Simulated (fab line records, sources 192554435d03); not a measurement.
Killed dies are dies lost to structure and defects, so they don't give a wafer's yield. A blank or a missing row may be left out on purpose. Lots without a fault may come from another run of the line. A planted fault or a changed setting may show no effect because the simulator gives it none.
A struck lot beside a sound one | flow n5_finfet | 37 steps out of a route of 1938
Sound: wafers L908.2, L908.3, L908.4. Struck: wafers L917.3, L917.4, L917.6. The cause comes at the end.
At each step with rows: each side's tool, then ch and its chambers, then its first start. Under that, the readings that differ: sound wafers | struck wafers | difference of the means | sigmas: that difference in standard deviations of wafers without a fault.
alike: readings whose means differ by less than 2 such deviations, and words and numbers that are the same on both sides. not compared: withheld readings, readings that some wafer has no value for, bounds like >300 that may hide the same value, and numbers for which the record gives no deviation and whose values overlap.
The two part at a step that has a row with sigmas, a row that says differs or no value, or rows on one side only. Numbers that don't overlap but have no deviation are shown without sigmas and don't part them. A reading that every wafer of one side lacks parts them only if that side has two wafers or more.

first, 10 steps without rows for these wafers: N5_HKMG_FIN_CMP_94 (polishes, stops on SiNx, t overpolish 4.7 s, target thk 43.299 nm); N5_GATE_CUT_ETCHBACK_00 (etches W in SF6/Cl2); N5_GATE_CUT_ETCH_56 (etches TiN in Cl2/Ar, target depth 21.6 nm); N5_GATE_CUT_ETCHBACK_30 (etches TiN in Cl2/Ar, target depth 3 nm); N5_GATE_CUT_VAPOR_ETCH_60 (etches HfO2 in BCl3/Cl2); N5_GATE_CUT_ETCH_58 (etches SiNx in CH3F/O2, target depth 17 nm, time 128.6 s); N5_GATE_CUT_STRIP_59 (strips in N2/H2, time 20 s); N5_GATE_CUT_PRECLEAN_31 (cleans in DIW, time 300 s); N5_GATE_CUT_SRD_32 (time 30 s); N5_GATE_CUT_SAC_CAP_01 (material SiNx, target thk 24 nm, pulse time 1 s, ald cycles 480).
N5_GATE_CUT_PECVD_57: deposits SiNx from SiH4/NH3/N2, target thk 21 nm.
  sound on pecvd-01 ch 0,1,2, day 6 18:26; struck on pecvd-01 ch 0,1,2, day 9 00:39
  alike: heater_power_w, showerhead_plenum_p_Torr, throttle_valve_pct
then, 25 steps without rows for these wafers: N5_GATE_CUT_CMP_02 (polishes, stops on SiO2, t overpolish 12.7 s, target thk 0 nm); N5_GATE_CUT_HM_DEP_46 (deposits SiO2 from TEOS/O2, target thk 130 nm, time 26.6 s); N5_GATE_CUT_COAT_34 (time 60 s, resist thk 60 nm); N5_GATE_CUT_COAT_35 (time 60 s, resist thk 10 nm); N5_GATE_CUT_COAT_27 (time 60 s, resist thk 10 nm); N5_GATE_CUT_COAT_07 (resist thk 30 nm); N5_GATE_CUT_EBR_09; N5_GATE_CUT_SOFTBAKE_08 (time 60 s); N5_GATE_CUT_EXPOSE_10 (exposes mask GATE CUT, target cd 20 nm); N5_GATE_CUT_PEB_11 (peb time 60 s); N5_GATE_CUT_DEVELOP_12 (develop time 30 s); N5_GATE_CUT_DESCUM_18 (chemistry O2, time 7 s); N5_GATE_CUT_ETCH_28 (etches underlayer in N2/H2, target depth 13 nm, time 10.4 s); N5_GATE_CUT_ETCH_36 (etches SiARC in CF4, target depth 13 nm, time 21.7 s); N5_GATE_CUT_ETCH_37 (etches SOC in N2/H2, target depth 60 nm, overetch 12 nm, time 90 s); N5_GATE_CUT_STRIP_38 (strips in N2/H2); N5_GATE_CUT_STRIP_39 (strips in N2/H2); N5_GATE_CUT_HM_OPEN_40 (chemistry C4F6/O2, target SiO2, target depth 139 nm, time 85.1 s); N5_GATE_CUT_STRIP_41 (strips in CF4); N5_GATE_CUT_STRIP_42 (strips in O2); N5_GATE_CUT_ETCH_19 (etches SiNx in CH3F/O2, target depth 53.7 nm, time 76.7 s); N5_GATE_CUT_CUT_ETCH_53 (etches W in SF6/Cl2, target depth 79.2 nm); N5_GATE_CUT_CUT_ETCH_54 (etches TiN in Cl2/BCl3, target depth 96.7 nm); N5_GATE_CUT_CUT_ETCH_55 (etches HfO2 in BCl3, target depth 3.2 nm); N5_GATE_CUT_ETCH_47 (etches SiO2 in Cl2/BCl3, target depth 10 nm).
-- the record jumps here: 8 days lie between the struck wafers' starts before and after (it left off in module GATE_CUT and takes up again in module PASSIVATION, whose first step shown is number 1936 of the route) --
N5_PASSIVATION_PROBE_49:
  the record has rows for the struck wafers here (prober-01, day 17 12:07) and none for the sound ones

WHERE THEY PART
Only at N5_PASSIVATION_PROBE_49, within this record.

WHY: what the simulator had put in
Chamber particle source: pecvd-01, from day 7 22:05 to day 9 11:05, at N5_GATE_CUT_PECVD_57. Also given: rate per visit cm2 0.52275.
